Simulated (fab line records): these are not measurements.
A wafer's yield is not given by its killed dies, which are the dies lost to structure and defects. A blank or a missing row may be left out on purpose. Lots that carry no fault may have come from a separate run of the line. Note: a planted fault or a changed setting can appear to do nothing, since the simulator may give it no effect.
Matching of chambers    flow n5_finfet    N5_GATE_CUT_ETCH_28 on rie_diel-05 has 4 sister chambers
The step etches underlayer in N2/H2, target depth 13 nm, time 10.4 s. 4 wafers are shown with their chamber, then 12 later ones without.

== WAFERS PAIRED WITH THEIR CHAMBERS ==
wafer   chamber  showerhead_plenum_p_Torr (Torr)
L089.3  0        2.62
L090.1  2        2.50
L090.4  1        2.54
L090.6  3        2.52

== WAFERS WITH NO CHAMBER GIVEN ==
wafer   showerhead_plenum_p_Torr (Torr)
L093.1  2.54
L093.4  2.52
L093.5  2.54
L094.2  2.52
L094.5  2.54
L094.6  2.61
L096.4  2.49
L096.5  2.61
L096.6  2.53
L097.1  2.53
L097.2  2.49
L097.5  2.61

== CHAMBER TAKEN BY EACH ==
wafer   from the rows above      in truth
L093.1  1                        1
L093.4  3                        3
L093.5  1                        1
L094.2  3                        3
L094.5  1                        1
L094.6  0                        0
L096.4  2                        2
L096.5  0                        0
L096.6  can't be placed: 3 or 1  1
L097.1  can't be placed: 3 or 1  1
L097.2  2                        2
L097.5  0                        0
Correctly placed: 10 of 12. Unplaceable from these rows: 2, with the true chamber sitting among the candidates in 2. 0 placed wrongly.
How it was worked out, from the rows above alone: a wafer's distance from a chamber is the root of the sum, over the readings, of the square of ((its reading less the chamber's mean) divided by the reading's scatter). The wafer belongs to the nearest chamber; if the next one is less than 2 further off, it can't be placed. Each chamber's mean is taken over the wafers shown for it. The scatter: root of mean squared gap, hidden wafer to nearest shown wafer, with one shown wafer a chamber.
